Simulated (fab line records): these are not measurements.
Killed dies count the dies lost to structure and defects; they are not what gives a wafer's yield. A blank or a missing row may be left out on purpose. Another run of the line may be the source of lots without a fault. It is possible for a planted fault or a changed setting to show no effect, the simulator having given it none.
Matching of chambers | flow n5Finfet | aldMetal-02 running N5_BEOL_M2_ALD_84: 4 sister chambers
The step deposits TaN, pulse time 2 s, purge time 3 s, co reactant purge time 2 s. 8 wafers are shown with their chamber, then 9 later ones without.

## WAFERS PAIRED WITH THEIR CHAMBERS
wafer  | chamber | heaterPowerW (W)
L076.1 | 3       | 426
L079.3 | 3       | 421
L079.6 | 1       | 421
L083.5 | 0       | 418
L083.6 | 1       | 415
L087.2 | 0       | 395
L087.3 | 2       | 384
L087.6 | 2       | 383

## WAFERS WHOSE CHAMBER IS MISSING
wafer  | heaterPowerW (W)
L091.1 | 413
L091.2 | 416
L091.3 | 382
L091.4 | 424
L091.5 | 418
L091.6 | 412
L096.4 | 387
L096.5 | 412
L096.6 | 390

## WHICH CHAMBER EACH ONE RAN IN
wafer  | from the rows above          | in truth
L091.1 | can't be placed: 1 or 0 or 3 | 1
L091.2 | can't be placed: 1 or 3 or 0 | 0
L091.3 | 2                            | 2
L091.4 | can't be placed: 3 or 1 or 0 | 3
L091.5 | can't be placed: 1 or 3 or 0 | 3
L091.6 | can't be placed: 0 or 1 or 3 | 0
L096.4 | can't be placed: 2 or 0      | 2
L096.5 | can't be placed: 0 or 1 or 3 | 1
L096.6 | can't be placed: 2 or 0      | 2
Correctly placed: 1 of 9. Unplaceable from these rows: 8, with the true chamber sitting among the candidates in 8. Number placed wrongly: 0.
How it was worked out, from the rows above alone: a wafer's distance from a chamber is the root of the sum, over the readings, of the square of ((its reading less the chamber's mean) divided by the reading's scatter). The wafer belongs to the nearest chamber; if the next one is less than 2 further off, it can't be placed. For every chamber, the mean is computed from those of its wafers that are shown. How the scatter is found: for the shown wafers, subtract from each reading the mean of its chamber, square and add these, divide the total by (wafers less chambers), then take the root.
